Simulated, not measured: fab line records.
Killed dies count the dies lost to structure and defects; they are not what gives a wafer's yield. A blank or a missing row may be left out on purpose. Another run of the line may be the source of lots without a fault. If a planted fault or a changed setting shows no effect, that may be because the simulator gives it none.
Problem report in the 8D (eight disciplines) form, filled by code -- flow n5-finfet -- the parts of the form that need people (team, actions taken, sign-off) are left out

== 1. WHAT WENT WRONG ==
cathode-dc-power-W at N5_BEOL_M13_SPUTTER_43 reads a mean of 14126 W on 6 wafers of 2 lots; wafers without a fault read 15000 W with a standard deviation of 2.8. That is -99 or more standard deviations from the usual mean.
The step: material TaN, target thk 15 nm, time 24.19 s.
Earliest sighting: wafer L194.2 on pvd-sputter-01 at day 15 08:05. At this step, 36 wafers from 12 lots have a number in the record. The rule behind "out" and "out of limits": a value lying over 4 standard deviations away from the usual mean. Any other wafer with a number is counted as sound.

== 2. WHAT THIS IS AND IS NOT ==
question,is,is not
which readings at this step,cathode-dc-power-W,throttle-valve-pct
which lots,"L194, L196","L178, L179, L180, L181, L182, L184, L185, L186, L190, L201"
which wafers of those lots,all that have a number,-
read on which tools,pvd-sputter-01,"pvd-sputter-02, pvd-sputter-03"
when,from day 15 08:05,up to then (27 sound wafers); but 3 sound wafers of L201 came after

== 3. WHAT RULES OUT EACH SUSPECT ==
Counting: a tool at any process step up to the reading remains a suspect when it ran all the lots that are out and ran no sound lot after the first of those.
- pvd-sputter-01 at N5_BEOL_M13_SPUTTER_43 (material TaN, target thk 15 nm, time 24.19 s): kept. All lots that are out passed through it, beginning with L194 at day 15 08:05, and no sound lot followed; its final sound lot before that point was L186 at day 12 20:06. Out on those wafers are its own readings of cathode-dc-power-W.
The count leaves pvd-sputter-01 at N5_BEOL_M13_SPUTTER_43.

== 4. THE CAUSE (what the simulator had put in) ==
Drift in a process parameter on pvd-sputter-01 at N5_BEOL_M13_SPUTTER_43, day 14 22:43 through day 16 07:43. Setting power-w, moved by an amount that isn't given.
Only this tool survived the counting.

== 5. THE EFFECT CHAIN, in route order ==
Each row: a reading where the mean over the struck wafers with a number is more than 3 standard deviations away from the usual. Scope: only readings with a usual standard deviation given in the record; hours: median across lots of the time from each lot's start at the first step in this table that gives one to its start at this step; sigmas: change in usual standard deviations.
hours,step,reading,usual,on struck wafers,change,sigmas
0,N5_BEOL_M13_SPUTTER_43,cathode-dc-power-W,15000 W,14126,-874,-99 or more
The process steps in it:
- N5_BEOL_M13_SPUTTER_43: material TaN, target thk 15 nm, time 24.19 s.

== 6. WHAT WOULD HAVE CAUGHT IT SOONER ==
9 hours passed between the start of the fault at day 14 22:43 and the first reading out of limits in this record, taken at day 15 08:05.
